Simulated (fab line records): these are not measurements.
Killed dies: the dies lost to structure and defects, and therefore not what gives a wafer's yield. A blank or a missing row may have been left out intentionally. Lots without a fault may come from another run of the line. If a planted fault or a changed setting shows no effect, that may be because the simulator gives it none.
Lot-split experiment    flow n5 finfet    on a route of 1938 steps: 7 lots, 39 wafers read

SPLIT DETAILS
At N5_DUMMY_GATE_ETCH_37 (etches SOC in N2/H2, target depth 60 nm, overetch 30 nm), the setting source w was moved away from the recipe's 840 W on 15 of the 39 wafers read, by -8.9% to +18.4%. All remaining wafers had this setting at the recipe value.

The reading is taken at the split's own step.

THE READING
rf vpp V, in V, at N5_DUMMY_GATE_ETCH_37 (etches SOC in N2/H2, target depth 60 nm, overetch 30 nm). A value of 525.1 V with a standard deviation of 2.5 V is what fault-free wafers of this fab line usually give.

wafer   tool, chamber at the split  source w as run, W  against the recipe  rf vpp V, V  against lot-mates on the recipe
L079.1  rie diel-05, 3              982.1               +16.9%              496.2        -29.9
L079.2  rie diel-05, 2              840                 recipe              526.4        -
L079.3  rie diel-05, 1              982.1               +16.9%              502.1        -24.0
L079.4  rie diel-05, 0              840                 recipe              525.2        -
L079.5  rie diel-05, 1              840                 recipe              526.6        -
L079.6  rie diel-05, 0              982.1               +16.9%              500.9        -25.2
L084.1  rie diel-06, 0              789.1               -6.1%               538.8        +16.0
L084.2  rie diel-06, 2              840                 recipe              521.7        -
L084.3  rie diel-06, 3              840                 recipe              520.9        -
L084.4  rie diel-06, 1              840                 recipe              525.7        -
L084.5  rie diel-06, 0              789.1               -6.1%               537.1        +14.3
L084.6  rie diel-06, 3              789.1               -6.1%               530.3        +7.5
L090.1  rie diel-06, 0              840                 recipe              526.1        -
L090.2  rie diel-06, 2              840                 recipe              521.4        -
L090.3  rie diel-06, 3              840                 recipe              519.8        -
L090.4  rie diel-06, 1              840                 recipe              526.5        -
L090.5  rie diel-06, 1              840                 recipe              526.4        -
L090.6  rie diel-06, 2              840                 recipe              520.9        -
L091.3  rie diel-03, 2              840                 recipe              525.7        -
L091.4  rie diel-03, 0              840                 recipe              526.7        -
L091.6  rie diel-03, 3              840                 recipe              526.3        -
L093.1  rie diel-03, 2              840                 recipe              523.6        -
L093.2  rie diel-03, 0              765.6               -8.9%               542.8        +17.6
L093.3  rie diel-03, 3              765.6               -8.9%               542.9        +17.7
L093.4  rie diel-03, 3              840                 recipe              526.1        -
L093.5  rie diel-03, 2              765.6               -8.9%               542.1        +16.9
L093.6  rie diel-03, 0              840                 recipe              526.0        -
L094.1  rie diel-05, 3              840                 recipe              524.7        -
L094.2  rie diel-05, 1              994.5               +18.4%              499.1        -26.9
L094.3  rie diel-05, 2              994.5               +18.4%              495.8        -30.2
L094.4  rie diel-05, 0              840                 recipe              526.3        -
L094.5  rie diel-05, 1              994.5               +18.4%              498.1        -27.9
L094.6  rie diel-05, 2              840                 recipe              526.9        -
L097.1  rie diel-05, 2              986.7               +17.5%              497.3        -26.6
L097.2  rie diel-05, 1              986.7               +17.5%              499.2        -24.7
L097.3  rie diel-05, 3              840                 recipe              522.0        -
L097.4  rie diel-05, 0              840                 recipe              527.4        -
L097.5  rie diel-05, 2              986.7               +17.5%              499.5        -24.4
L097.6  rie diel-05, 3              840                 recipe              522.4        -

FIT RESULTS
A straight line over all 39 wafers: rf vpp V changes by -1.55 V for each +1% of source w; r = -0.98; the points scatter about the line by 2.6 V.
The same after taking each lot's own level away (the mean of its wafers on the recipe; 39 wafers): -1.6 V for each +1%; r = -0.99; scatter 2.4 V.
According to that fit, moving source w by its largest amount changes the reading by 29 V.
The span of the lots' own levels, 522.77 to 526.23 V, comes to 1.4 times the standard deviation stated above.
Hence the lot-to-lot level has little effect on the slope; both slopes agree.
Check: for one of the wafers moved furthest among these (+18.4%), held out of the fit, the line's prediction against its lot-mates is -28.8 V. It came out at -26.9 V against them.
Tool readings at the split's step, against how far the setting was moved: rf vpp V r = -0.98.

OTHER SPLITS APPLIED TO THESE WAFERS
These wafers also went through other splits before the reading. Each is held against what the fit with the lots' levels taken away leaves over:
other split on the same wafers  wafers away from the commonest value  r with rf vpp V (lot level and that fit taken away)
N5_FIN_SAQP_FIN_ETCH_36 icp w   18                                    +0.42

THE FILE'S OWN FIT
rf vpp V changes by -1.57 V for each +1% of source w, r = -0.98.
